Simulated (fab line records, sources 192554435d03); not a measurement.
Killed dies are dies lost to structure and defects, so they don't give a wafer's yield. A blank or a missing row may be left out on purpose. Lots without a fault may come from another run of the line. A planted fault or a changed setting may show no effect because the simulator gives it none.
Split-lot experiment | flow n5_finfet | 7 lots, 21 wafers read, on a route of 1938 steps

THE SPLIT
At N5_BEOL_M14_ILD_DEP_00 (deposits SiO2 from TEOS/O2, target thk 1119.3 nm, time 237.4 s), the setting time_s was moved away from the recipe's 237.4 s on 10 of the 21 wafers read, by -14.8% to +11.6%. The other wafers ran this setting at the recipe's value.

The file shows no step between the split and the reading.

THE READING
M14_ILD_THK, in nm, at N5_BEOL_M14_THK_MEAS_01. Fault-free wafers of this fab line usually give 1119 nm, standard deviation 15 nm.

wafer  | tool, chamber at the split | time_s as run, s | against the recipe | M14_ILD_THK, nm | against lot-mates on the recipe
L074.3 | pecvd-01, 1                | 211.7            | -10.8%             | 988             | -134
L074.4 | pecvd-01, 0                | 237.4            | recipe             | 1122            | -
L074.6 | pecvd-01, 2                | 211.7            | -10.8%             | 1006            | -116
L076.3 | pecvd-02, 0                | 237.4            | recipe             | 1109            | -
L076.4 | pecvd-02, 0                | 237.4            | recipe             | 1120            | -
L076.6 | pecvd-02, 2                | 202.2            | -14.8%             | 957             | -158
L081.2 | pecvd-02, 0                | 237.4            | recipe             | 1125            | -
L081.3 | pecvd-02, 2                | 256.8            | +8.2%              | 1198            | +73
L081.4 | pecvd-02, 1                | 256.8            | +8.2%              | 1220            | +95
L084.3 | pecvd-04, 2                | 237.4            | recipe             | 1110            | -
L084.4 | pecvd-04, 1                | 237.4            | recipe             | 1139            | -
L084.5 | pecvd-04, 2                | 264.9            | +11.6%             | 1261            | +136
L094.4 | pecvd-01, 0                | 237.4            | recipe             | 1129            | -
L094.5 | pecvd-01, 1                | 215              | -9.4%              | 1014            | -115
L094.6 | pecvd-01, 2                | 215              | -9.4%              | 1012            | -117
L096.4 | pecvd-04, 0                | 251.5            | +5.9%              | 1203            | +54
L096.5 | pecvd-04, 1                | 237.4            | recipe             | 1149            | -
L096.6 | pecvd-04, 2                | 251.5            | +5.9%              | 1194            | +45
L095.1 | pecvd-02, 0                | 237.4            | recipe             | 1107            | -
L095.4 | pecvd-02, 2                | 237.4            | recipe             | 1100            | -
L095.5 | pecvd-02, 0                | 237.4            | recipe             | 1121            | -

THE FIT
A straight line over all 21 wafers: M14_ILD_THK changes by +11.5 nm for each +1% of time_s; r = +0.99; the points scatter about the line by 12 nm.
The same after taking each lot's own level away (the mean of its wafers on the recipe; 21 wafers): +11.1 nm for each +1%; r = +0.99; scatter 10 nm.
On that fit, the largest move of time_s shifts the reading by 1.6e+02 nm.
The lots' own levels span 1109.3 to 1149.0 nm, that is 2.6 times the standard deviation above.
So the lot-to-lot level changes the slope little: the two slopes agree.
Check: with one of the wafers moved furthest among these (-14.8%) left out of the fit, the line predicts -170 nm for it against its lot-mates. It came out at -158 nm against them.

OTHER SPLITS ON THESE WAFERS
These wafers also went through other splits before the reading. Each is held against what the fit with the lots' levels taken away leaves over:
other split on the same wafers    | wafers away from the commonest value | r with M14_ILD_THK (lot level and that fit taken away)
N5_BEOL_M12_TRENCH_ETCH_34 time_s | 7                                    | +0.06
N5_BEOL_M13_SPUTTER_43 time_s     | 9                                    | -0.09

THE WHOLE CHAIN: every reading that the file lists as answering this split, in the file's order
step                    | what it does                                                   | reading                                                                             | change (the file's fit)              | r (the file's)
N5_BEOL_M14_ILD_DEP_00  | deposits SiO2 from TEOS/O2, target thk 1119.3 nm, time 237.4 s | SiO2_of_BEOL_M14_ILD_DEP_00.thk_nm (the simulator's own value, which no gauge read) | +11.1 nm for each +1% of the setting | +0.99
N5_BEOL_M14_THK_MEAS_01 |                                                                | M14_ILD_THK                                                                         | +11.1 for each +1% of the setting    | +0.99
N5_BEOL_M14_VIA_ETCH_16 | etches SiO2 in C4F8/O2/Ar, target depth 1231.3 nm              | etch.depth_nm (the simulator's own value, which no gauge read)                      | +11.1 nm for each +1% of the setting | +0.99
N5_BEOL_M14_VIA_ETCH_16 | etches SiO2 in C4F8/O2/Ar, target depth 1231.3 nm              | coat_of_BEOL_M14_COAT_04.thk_nm (the simulator's own value, which no gauge read)    | -2.66 nm for each +1% of the setting | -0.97

THE FILE'S OWN FIT
M14_ILD_THK changes by +11.1 nm for each +1% of time_s, r = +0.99.
